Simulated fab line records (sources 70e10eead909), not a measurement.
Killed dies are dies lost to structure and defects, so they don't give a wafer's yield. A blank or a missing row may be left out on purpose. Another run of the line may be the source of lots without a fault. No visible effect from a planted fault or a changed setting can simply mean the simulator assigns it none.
The same fault as seen by 2 desks ; flow nand-harc ; each desk holds nothing but its own numbers, with what lay behind them at the end

## TOOL OWNER'S DESK, litho-track-04
Per lot that ran on this tool, the mean of the sampled wafers carrying a number, from the tool's own readings at NHARC_P_M0_SOFTBAKE_04 (time 55 s). Any lot whose mean is over 4 standard deviations away from the usual mean is out of limits and marked OUT; that distance is given in the brackets.
Columns: A = heater-power-total-W at NHARC_P_M0_SOFTBAKE_04, usual 188.44 W; B = plate-temp-C at NHARC_P_M0_SOFTBAKE_04, usual 105.01 C
lot;first seen here;A;B
L502;day 5 21:00;188.38;105.04
L505;day 7 12:00;188.46;105.04
L508;day 8 18:00;188.48;104.88
L512;day 10 03:00;188.48;104.93
L515;day 12 03:00;188.44;104.95
L518;day 12 17:00;184.14 (-31) OUT;104.93
L520;day 13 08:00;184.02 (-32) OUT;105.04
This desk's verdict: out of limits on L518, L520, starting with L518 at day 12 17:00 (heater-power-total-W at NHARC_P_M0_SOFTBAKE_04). L502, L505, L508, L512, L515 stayed within limits.

## THE DEFECT DESK
Per lot, the means of the sampled wafers with a number show what the inspections along the route counted. Any lot whose mean is over 4 standard deviations away from the usual mean is out of limits and marked OUT; that distance is given in the brackets.
Columns: A = raw-defect-count at NHARC_P_M0_INSPECT_11, usual 4.0
lot;first seen here;A
L502;day 5 22:10;2.3
L504;day 7 07:41;7.0
L505;day 7 12:46;3.7
L506;day 7 16:32;3.3
L508;day 8 18:41;3.0
L512;day 10 03:49;2.0
L513;day 10 20:35;6.7
L514;day 11 01:07;1.3
L515;day 12 03:32;4.3
L518;day 12 17:49;5.0
L520;day 13 09:32;4.7
L524;day 15 05:37;3.7
Finding of this desk: none of the 12 lots has anything out of limits.

## BROUGHT TOGETHER
The tool owner's desk could have raised an alarm at day 12 17:00, on L518, L520.
Nothing the defect desk looked at was out of limits.
The defect desk has L518, L520 on record, within its limits.
NHARC_P_M0_SOFTBAKE_04 was run on litho-track-04 by each of the lots named.

## WHAT THE SIMULATOR HAD INSERTED
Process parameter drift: litho-track-04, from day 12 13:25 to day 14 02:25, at NHARC_P_M0_SOFTBAKE_04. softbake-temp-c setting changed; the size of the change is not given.
Struck lots among those shown: L518, L520.
Each desk's first reading out of limits, in hours after the fault started: the tool owner's desk, 4.
